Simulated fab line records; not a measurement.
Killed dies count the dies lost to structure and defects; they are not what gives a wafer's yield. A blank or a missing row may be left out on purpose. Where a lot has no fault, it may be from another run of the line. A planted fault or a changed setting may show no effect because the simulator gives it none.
fab line records	flow n5-finfet
[record] lots = 9	wafers = 27	last-day = 19
route steps=1938 shown MOL_CONTACT_COAG@630 BEOL_M0_SAQP@635 BEOL_M0@720 BEOL_M4@1111 PASSIVATION@1936
lots that met no fault: taken from a fault-free run of the same line
start-h: the number of hours between the record's first day and the start of the first shown wafer of the lot	wait-h: hours from the lot's prior step to this one	" identical to the entry in the row above	L1.1+2: a single row standing in for several wafers	- either no value or no given start	* or withheld: withheld	< > ~ a bound
route shown NAME@n: NAME is a module with steps in the file, n the number in the route of the first one	usual: mean/standard deviation of fault-free wafers	same: alike in all rows	chamber/n: place in a boat	sites: the reading at each site	_std_site: standard deviation of those values	_edge_site: mean of outer sites minus mean of inner sites	radius-mm: how far each site lies from the wafer's centre	mask NAME#n: copy n	behind: the tool/chamber that last shaped the wafer	hold: cause of the lot's hold/its duration in hours/its outcome	device: which transistor (n, p or np) failed to switch	end of line: tests of these same wafers at the route's end	step lacking rows: just its recipe	killed: count of dies lost to structure and defects at first sort (not the wafer's yield)	map: the dies of a wafer, with x for killed, . for not killed, _ for no die there
set.NAME: the setting that was run; set.NAME@STEP: the one run at that earlier step	model.NAME: the simulator's own value behind a step, which no gauge read
the route's steps for a sample of lots (tables are steps, rows are wafers)
services: when a tool's chamber went out of use (start-h, in hours from the record's first day, below 0 if earlier), for how many hours, and the reason
[[steps]]
[step N5_MOL_CONTACT_COAG_INSPECT_97]
[recipe] inspect-instrument = darkfield	mode = post-anneal
[usual] raw-defect-count = 43/15
lot.wafer	tool	chamber	start-h	wait-h	raw-defect-count
L607.2	defect-inspect-02	-	114.60	0.0	27
L607.3	"	-	"	"	41
L607.5	"	-	"	"	74
L610.3	defect-inspect-01	-	128.75	0.1	64
L610.4	"	-	"	"	52
L610.6	"	-	"	"	39
L612.3	defect-inspect-02	-	143.55	0.1	49
L612.4	"	-	"	"	24
L612.5	"	-	"	"	49
L614.1	defect-inspect-02	-	161.40	0.0	32
L614.2	"	-	"	"	39
L614.4	"	-	"	"	30
L618.2	defect-inspect-02	-	178.75	0.0	40
L618.3	"	-	"	"	22
L618.4	"	-	"	"	29
L620.1	defect-inspect-02	-	192.53	0.0	42
L620.3	"	-	"	"	47
L620.5	"	-	"	"	31
L624.1	defect-inspect-02	-	211.55	0.0	55
L624.2	"	-	"	"	26
L624.3	"	-	"	"	41
L628.2	defect-inspect-01	-	237.58	0.0	48
L628.3	"	-	"	"	49
L628.5	"	-	"	"	58
L629.2	defect-inspect-01	-	241.38	0.0	27
L629.4	"	-	"	"	39
L629.6	"	-	"	"	45
[step N5_BEOL_M0_SAQP_PECVD_03]
[recipe] material = SiCN	target-thk-a = 120	temp-c = withheld	precursor = 3MS/NH3	pressure-torr = 3	rf-w = 202	time-s = 21.1
[usual] run-length-s = 51.0/0.54	showerhead-plenum-p-Torr = 3.658/0.013	throttle-valve-pct = 9.2/0.45
lot.wafer	tool	chamber	start-h	wait-h	run-length-s	showerhead-plenum-p-Torr	throttle-valve-pct
L607.2	pecvd-02	1	115.38	0.1	51.2	3.669	8.7
L607.3	"	2	"	"	50.8	3.655	9.3
L607.5	"	0	"	"	50.7	3.668	9.2
L610.3	pecvd-02	0	129.87	0.1	50.6	3.662	9.2
L610.4	"	1	"	"	50.6	3.661	8.9
L610.6	"	2	"	"	51.1	3.655	9.2
L612.3	pecvd-04	0	147.56	0.1	51.0	3.624	9.2
L612.4	"	1	"	"	52.0	3.647	9.1
L612.5	"	0	"	"	50.6	3.634	9.0
L614.1	pecvd-04	0	163.98	0.1	51.2	3.623	9.1
L614.2	"	2	"	"	51.5	3.666	9.4
L614.4	"	0	"	"	50.6	3.628	9.2
L618.2	pecvd-02	0	181.83	0.1	50.4	3.658	9.1
L618.3	"	1	"	"	50.9	3.663	8.9
L618.4	"	0	"	"	50.8	3.657	9.2
L620.1	pecvd-04	0	194.48	0.1	50.9	3.634	8.9
L620.3	"	2	"	"	51.4	3.661	9.3
L620.5	"	0	"	"	50.7	3.629	9.2
L624.1	pecvd-04	2	212.96	0.1	51.5	3.665	9.3
L624.2	"	0	"	"	50.3	3.632	9.0
L624.3	"	1	"	"	51.4	3.648	9.3
L628.2	pecvd-02	0	241.07	0.1	50.8	3.659	9.1
L628.3	"	1	"	"	58.2	3.665	8.9
L628.5	"	2	"	"	50.4	3.656	8.7
L629.2	pecvd-01	0	242.09	0.1	50.8	3.670	8.7
L629.4	"	1	"	"	51.4	3.670	10.3
L629.6	"	2	"	"	50.0	3.675	8.8
[step N5_BEOL_M0_SAQP_PECVD_96]
[recipe] material = a-Si	target-thk-a = 450	temp-c = 350	precursor = SiH4/He	pressure-torr = 3	rf-w = 100	time-s = 45.2
[usual] heater-power-w = 614/67	run-length-s = 81.0/0.52	showerhead-plenum-p-Torr = 5.64/0.048	throttle-valve-pct = 18.4/0.87
lot.wafer	tool	chamber	start-h	wait-h	heater-power-w	run-length-s	showerhead-plenum-p-Torr	throttle-valve-pct
L607.2	pecvd-02	1	115.41	0.0	617	80.6	5.66	17.7
L607.3	"	2	"	"	597	80.6	5.63	18.4
L607.5	"	0	"	"	524	80.5	5.65	18.6
L610.3	pecvd-02	0	129.90	0.0	519	80.6	5.65	18.6
L610.4	"	1	"	"	612	80.8	5.68	17.7
L610.6	"	2	"	"	567	81.3	5.62	18.1
L612.3	pecvd-04	0	147.59	0.0	675	80.2	5.54	18.3
L612.4	"	1	"	"	530	81.2	5.58	18.7
L612.5	"	0	"	"	661	80.2	5.52	18.4
L614.1	pecvd-04	0	164.01	0.0	650	81.0	5.52	18.5
L614.2	"	2	"	"	552	81.8	5.66	18.7
L614.4	"	0	"	"	645	80.9	5.53	18.4
L618.2	pecvd-02	0	181.86	0.0	534	81.2	5.63	18.7
L618.3	"	1	"	"	560	80.7	5.66	17.7
L618.4	"	0	"	"	514	81.3	5.64	18.3
L620.1	pecvd-04	0	194.51	0.0	624	80.6	5.51	18.3
L620.3	"	2	"	"	614	81.8	5.67	18.3
L620.5	"	0	"	"	676	80.4	5.53	18.3
L624.1	pecvd-04	2	212.99	0.0	625	81.3	5.67	18.7
L624.2	"	0	"	"	658	81.3	5.53	18.4
L624.3	"	1	"	"	525	81.2	5.60	18.6
L628.2	pecvd-02	0	241.10	0.0	548	81.2	5.64	18.6
L628.3	"	1	"	"	617	80.7	5.65	17.6
L628.5	"	2	"	"	727	80.7	5.62	17.5
L629.2	pecvd-01	0	242.12	0.0	703	80.9	5.66	17.5
L629.4	"	1	"	"	662	81.8	5.70	20.5
L629.6	"	2	"	"	674	79.8	5.67	17.6
[step N5_BEOL_M0_SAQP_THK_MEAS_05]
[usual] thk-nm = 59.8/0.82
lot.wafer	tool	chamber	start-h	wait-h	thk-nm
L607.2	film-metro-01	-	115.59	0.1	59.3
L607.3	"	-	"	"	60.0
L607.5	"	-	"	"	60.3
L610.3	film-metro-02	-	130.08	0.1	58.8
L610.4	"	-	"	"	58.9
L610.6	"	-	"	"	59.6
L612.3	film-metro-01	-	147.77	0.1	59.7
L612.4	"	-	"	"	59.7
L612.5	"	-	"	"	60.4
L614.1	film-metro-02	-	164.19	0.1	59.1
L614.2	"	-	"	"	59.6
L614.4	"	-	"	"	61.1
L618.2	film-metro-01	-	182.04	0.1	59.6
L618.3	"	-	"	"	59.7
L618.4	"	-	"	"	61.2
L620.1	film-metro-02	-	194.69	0.1	59.1
L620.3	"	-	"	"	59.5
L620.5	"	-	"	"	59.6
L624.1	film-metro-01	-	213.17	0.1	57.7
L624.2	"	-	"	"	58.5
L624.3	"	-	"	"	58.2
L628.2	film-metro-02	-	241.28	0.1	58.3
L628.3	"	-	"	"	58.5
L628.5	"	-	"	"	60.2
L629.2	film-metro-02	-	242.30	0.1	59.5
L629.4	"	-	"	"	61.2
L629.6	"	-	"	"	60.8
[step N5_BEOL_M0_ETCH_128]
[recipe] chemistry = CF4/N2	target-depth-a = 120	overetch-a = 51	target = SiCN	time-s = 21.4	ion-energy-ev = 150	pressure-mtorr = 40	source-w = 430	bias-w = 70	Ar_flow_sccm = 100	cf4-flow-sccm = 60	n2-flow-sccm = 60
[usual] drypump-motor-current-A = 5.50/0.29	oes-product-au = 0.54/0.064	rf-vpp-V = 381.9/1.8	showerhead-plenum-p-Torr = 2.19/0.072	throttle-valve-pct = 15.35/0.21
lot.wafer	tool	chamber	start-h	wait-h	drypump-motor-current-A	oes-product-au	rf-hours-counter-h	rf-vpp-V	showerhead-plenum-p-Torr	throttle-valve-pct
L607.2	rie-diel-04	1	128.72	0.2	5.93	0.49	191	379.5	2.11	15.46
L607.3	"	3	"	"	5.19	0.50	155	380.2	2.20	15.36
L607.5	"	0	"	"	5.53	0.51	-	382.4	2.19	15.37
L610.3	rie-diel-01	3	139.61	0.5	5.25	0.63	15	382.0	2.15	15.14
L610.4	"	0	"	"	5.34	0.51	186	385.2	2.28	15.41
L610.6	"	2	"	"	5.78	0.50	-	379.6	2.11	15.56
L612.3	rie-diel-04	3	156.71	0.5	5.21	0.52	164	382.1	2.20	15.40
L612.4	"	0	"	"	5.53	0.50	208	380.5	2.19	15.41
L612.5	"	1	"	"	5.92	0.51	-	380.5	2.11	15.50
L614.1	rie-diel-03	2	173.34	0.6	4.94	0.64	16	384.8	2.35	15.34
L614.2	"	0	"	"	5.84	0.65	8	383.1	2.25	14.80
L614.4	"	1	"	"	5.85	0.47	235	384.0	2.28	15.74
L618.2	rie-diel-01	0	190.97	0.2	5.31	0.49	205	383.1	2.27	15.43
L618.3	"	2	"	"	5.77	0.50	205	378.1	2.10	15.61
L618.4	"	1	"	"	5.64	0.47	222	380.2	2.09	15.42
L620.1	rie-diel-04	3	205.00	0.0	5.20	0.51	183	381.0	2.19	15.44
L620.3	"	0	"	"	5.53	0.49	225	380.4	2.18	15.44
L620.5	"	0	"	"	5.55	0.50	-	383.0	2.18	15.43
L624.1	rie-diel-03	3	220.13	0.0	5.43	0.57	67	382.3	2.23	15.33
L624.2	"	2	"	"	4.91	0.62	31	385.6	2.35	15.38
L624.3	"	0	"	"	5.83	0.62	24	383.4	2.25	14.84
L628.2	rie-diel-03	3	248.87	0.0	5.43	0.55	79	383.4	2.22	15.36
L628.3	"	2	"	"	4.93	0.74	43	385.1	2.34	15.42
L628.5	"	2	"	"	4.93	0.60	-	383.6	2.34	15.42
L629.2	rie-diel-03	1	249.13	0.0	5.83	0.66	4	382.1	2.27	15.31
L629.4	"	0	"	"	5.85	0.59	37	383.6	2.24	14.88
L629.6	"	3	"	"	5.43	0.57	-	382.8	2.22	15.37
[step N5_BEOL_M4_RC_MEAS_101]
[usual] DIBL_N = 36.8/1.9	DIBL_P = 36.5/2.1	IOFF_N = 0.17/0.038	IOFF_P = 0.22/0.039	ION_N = 675/12	ION_P = 463/7.4	SS_N = 71.6/0.71	SS_P = 73.4/0.72	VT_N = 249/3.3	VT_P = -250/3.3
lot.wafer	tool	chamber	start-h	wait-h	DIBL_N[mV/V]	DIBL_P[mV/V]	IOFF_N[nA/um]	IOFF_P[nA/um]	ION_N[uA/um]	ION_P[uA/um]	SS_N[mV/dec]	SS_P[mV/dec]	VT_N[mV]	VT_P[mV]
L607.2	prober-01	0	187.86	0.2	35.5	34.9	0.16	0.21	679	461	71.2	73.1	246	-249
L607.3	"	0	"	"	37.5	37.1	0.19	0.25	686	467	71.8	72.9	245	-244
L607.5	"	0	"	"	36.2	35.7	0.16	0.21	690	466	71.1	73.1	247	-245
L610.3	prober-01	0	197.22	0.3	34.9	33.1	0.12	0.15	653	449	71.0	72.1	254	-257
L610.4	"	0	"	"	35.7	34.4	0.13	0.16	665	455	71.1	72.6	255	-255
L610.6	"	0	"	"	32.1	30.7	0.10	0.13	645	447	70.5	72.0	255	-255
L614.1	prober-02	0	235.10	0.0	39.0	39.6	0.23	0.31	690	478	72.3	73.2	242	-245
L614.2	"	0	"	"	38.3	36.4	0.20	0.22	682	459	71.7	72.7	248	-250
L614.4	"	0	"	"	37.9	38.0	0.19	0.25	688	473	71.8	73.6	246	-247
L612.3	prober-02	0	237.44	0.3	33.6	33.0	0.12	0.16	654	458	70.5	72.4	253	-254
L612.4	"	0	"	"	36.5	35.9	0.16	0.20	667	456	71.6	73.9	250	-252
L612.5	"	0	"	"	37.0	37.0	0.17	0.21	657	452	71.3	74.4	249	-250
L618.2	prober-01	0	262.78	0.2	35.2	34.2	0.15	0.18	670	458	70.6	72.4	249	-252
L618.3	"	0	"	"	40.4	39.5	0.26	0.29	674	458	72.3	73.7	245	-247
L618.4	"	0	"	"	34.9	35.6	0.14	0.21	678	480	70.3	72.1	250	-248
L620.1	prober-01	0	287.35	0.0	39.0	37.3	0.23	0.27	668	461	73.2	73.8	247	-244
L620.3	"	0	"	"	34.7	34.8	0.14	0.23	682	480	70.9	73.4	251	-248
L620.5	"	0	"	"	41.0	40.3	0.31	0.33	682	470	72.9	75.1	242	-243
L624.1	prober-01	0	313.53	0.0	41.5	43.1	0.26	0.28	693	473	73.3	75.2	244	-251
L624.2	"	0	"	"	37.3	37.8	0.15	0.19	673	458	71.5	74.0	253	-255
L624.3	"	0	"	"	36.6	36.4	0.14	0.17	672	455	71.4	73.0	254	-256
L629.2	prober-01	0	333.07	0.2	36.3	35.6	0.14	0.21	661	463	71.8	72.3	252	-248
L629.4	"	0	"	"	36.0	34.3	0.12	0.19	661	462	70.5	72.2	254	-251
L629.6	"	0	"	"	35.1	33.1	0.12	0.18	654	457	70.5	72.3	254	-250
L628.2	prober-02	0	337.79	0.2	38.5	38.1	0.20	0.25	698	472	72.2	73.8	244	-247
L628.3	"	0	"	"	41.7	40.6	0.28	0.31	685	470	72.6	74.5	242	-245
L628.5	"	0	"	"	36.9	34.9	0.16	0.20	680	465	71.7	73.5	250	-251
[step N5_PASSIVATION_PROBE_49]
[usual] defect-limited-yield = 91.3/1.4	killed_at_M0_to_M3 = 33/11	killed_at_M4_up = 15/6.2	killed-at-contacts = 13/6.5	killed-at-front-end = 38/11	killed-at-other = 3.4/2.6	killed-dies = 102/17	killed-open = 67/12	killed-short = 34/7.9	sort_bin_4_leakage = 0.00/0.022	sort_bin_5_function = 5.1/0.88	sort_bin_6_memory = 3.3/0.65	sort_bin_8_speed = 0.00/0.0099	sort-n-pass = 1078/17	sort-yield-pct = 91.3/1.4
[same] gross-dies = 1180	killed-at-back-side = 0
lot.wafer	tool	chamber	start-h	wait-h	defect-limited-yield[%]	killed_at_M0_to_M3	killed_at_M4_up	killed-at-contacts	killed-at-front-end	killed-at-other	killed-dies	killed-open	killed-short	sort_bin_4_leakage[%]	sort_bin_5_function[%]	sort_bin_6_memory[%]	sort_bin_8_speed[%]	sort-n-pass	sort-yield-pct[%]
L610.3	prober-02	-	310.72	0.1	88.6	73	15	13	30	3	134	84	47	0	6.6	4.3	0	1046	88.6
L610.4	prober-02	-	310.77	0.2	89.5	53	10	20	38	3	124	70	51	0	5.9	4.1	0	1056	89.5
L610.6	prober-02	-	310.87	0.3	92.6	33	12	8	30	4	87	61	25	0	4.2	2.9	0	1093	92.6
L612.3	prober-01	-	346.12	0.1	90.5	48	11	17	31	5	112	73	36	0	5.0	3.8	0	1068	90.5
L612.4	prober-01	-	346.17	0.2	91.4	36	10	18	29	9	102	76	26	0	5.5	3.1	0	1078	91.4
L612.5	prober-01	-	346.22	0.2	90.9	31	19	24	27	6	107	80	26	0	5.1	3.6	0	1073	90.9
L620.3	prober-01	-	391.97	0.1	92.1	34	12	9	37	1	93	66	27	0	4.6	3.0	0	1087	92.1
// killed by level:class
L610.3 BEOL_M0_SAQP:geometric-particle:open=19 BEOL_M0_SAQP:geometric-particle:short=14 BEOL_M2:geometric-particle:open=12 MOL_CONTACT_COAG:geometric-particle:open=11 BEOL_M1:geometric-particle:open=11 BEOL_M4:geometric-particle:short=7 BEOL_M3:geometric-particle:open=6 BEOL_M4:geometric-particle:open=6
L610.4 MOL_CONTACT_COAG:geometric-particle:open=18 BEOL_M2:geometric-particle:open=13 FIN_SAQP:geometric-particle:short=8 BEOL_M0_SAQP:geometric-particle:short=7 BEOL_M0_SAQP:geometric-particle:open=6 BEOL_M2:geometric-particle:short=6 STI_FIN_REVEAL:geometric-particle:open=5 GATE_CUT:geometric-particle:short=5
L610.6 STI_FIN_REVEAL:geometric-particle:open=12 BEOL_M0_SAQP:geometric-particle:short=9 MOL_CONTACT_COAG:geometric-particle:open=7 BEOL_M0_SAQP:geometric-particle:open=7 BEOL_M2:geometric-particle:open=6 BEOL_M4:geometric-particle:open=5 BEOL_M1:geometric-particle:open=4 FIN_SAQP:geometric-particle:short=3
L612.3 MOL_CONTACT_COAG:geometric-particle:open=15 BEOL_M2:geometric-particle:open=10 BEOL_M0_SAQP:geometric-particle:open=8 BEOL_M1:geometric-particle:open=8 BEOL_M0_SAQP:geometric-particle:short=7 BEOL_M1:geometric-particle:short=6 BEOL_M4:geometric-particle:open=6 STARTING-WAFER:geometric-particle:short=6
L612.4 MOL_CONTACT_COAG:geometric-particle:open=15 BEOL_M1:geometric-particle:open=11 FIN_SAQP:geometric-particle:open=10 BEOL_M0_SAQP:geometric-particle:open=9 BEOL_M3:geometric-particle:open=6 STI_FIN_REVEAL:geometric-particle:open=5 PASS1_CAP:geometric-particle:short=4 DUMMY_GATE:geometric-particle:open=3
L612.5 MOL_CONTACT_COAG:geometric-particle:open=19 BEOL_M4:geometric-particle:open=11 BEOL_M3:geometric-particle:open=8 STARTING-WAFER:geometric-particle:open=7 BEOL_M2:geometric-particle:open=6 MOL_CONTACT_COAG:geometric-particle:short=5 BEOL_M0_SAQP:geometric-particle:open=5 DUMMY_GATE:geometric-particle:open=4
L620.3 STI_FIN_REVEAL:geometric-particle:open=11 BEOL_M1:geometric-particle:open=11 MOL_CONTACT_COAG:geometric-particle:open=8 BEOL_M2:geometric-particle:open=8 BEOL_M2:geometric-particle:short=6 FIN_SAQP:geometric-particle:short=5 DUMMY_GATE:geometric-particle:open=5 BEOL_M1:geometric-particle:short=5
[[services]]
tool	chamber	start-h	hours	kind
rie-diel-01	1	97.91	3.7	repair
rie-diel-03	2	100.81	-	clean
rie-diel-03	2	100.81	-	consumable-replace:focus-ring
rie-diel-03	2	100.81	-	consumable-replace:showerhead
rie-diel-03	2	100.81	25.0	scheduled-down
rie-diel-03	2	100.81	25.0	vent-cycle
rie-diel-03	0	125.80	-	clean
rie-diel-03	0	125.80	-	consumable-replace:focus-ring
rie-diel-03	0	125.80	22.3	scheduled-down
rie-diel-01	0	130.07	9.3	repair
rie-diel-01	-	130.59	0.9	repair
rie-diel-03	-	149.57	2.8	pm
rie-diel-04	0	165.31	3.0	repair
pecvd-04	-	173.70	14.6	pm
pecvd-02	0	192.04	5.5	scheduled-down
pecvd-01	0	201.42	29.6	repair
pecvd-02	2	202.38	-	clean
pecvd-02	2	202.38	-	consumable-replace:showerhead
pecvd-02	2	202.38	29.0	scheduled-down
pecvd-02	2	202.38	29.0	vent-cycle
rie-diel-04	1	232.60	8.5	repair
rie-diel-01	3	236.72	4.0	repair
pecvd-02	2	238.08	2.1	scheduled-down
pecvd-02	-	247.82	2.8	pm
[[key]]
[first-sign] step = N5_BEOL_M0_SAQP_PECVD_03	reading = run-length-s	direction = up	sigmas = 13	usual = *	struck = *
[effect] step = N5_BEOL_M0_ETCH_128	reading = oes-product-au	direction = up	sigmas = 3.1	usual = 0.54	struck = 0.74
met-at N5_BEOL_M0_SAQP_PECVD_03
struck-lots L628
struck-wafers L628.3
not-acting-at N5_MOL_CONTACT_COAG_INSPECT_97,N5_BEOL_M0_SAQP_PECVD_96,N5_BEOL_M0_SAQP_THK_MEAS_05
onset-between 181.83 241.07
[fault] kind = process-parameter-drift	tool = pecvd-02	chamber = -	onset-h = 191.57	steps = N5_BEOL_M0_SAQP_PECVD_03	channel = time-s	offset = *	shape = step	end-h = 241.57	scope = struck-wafers-only	acts-in = *	stated = *
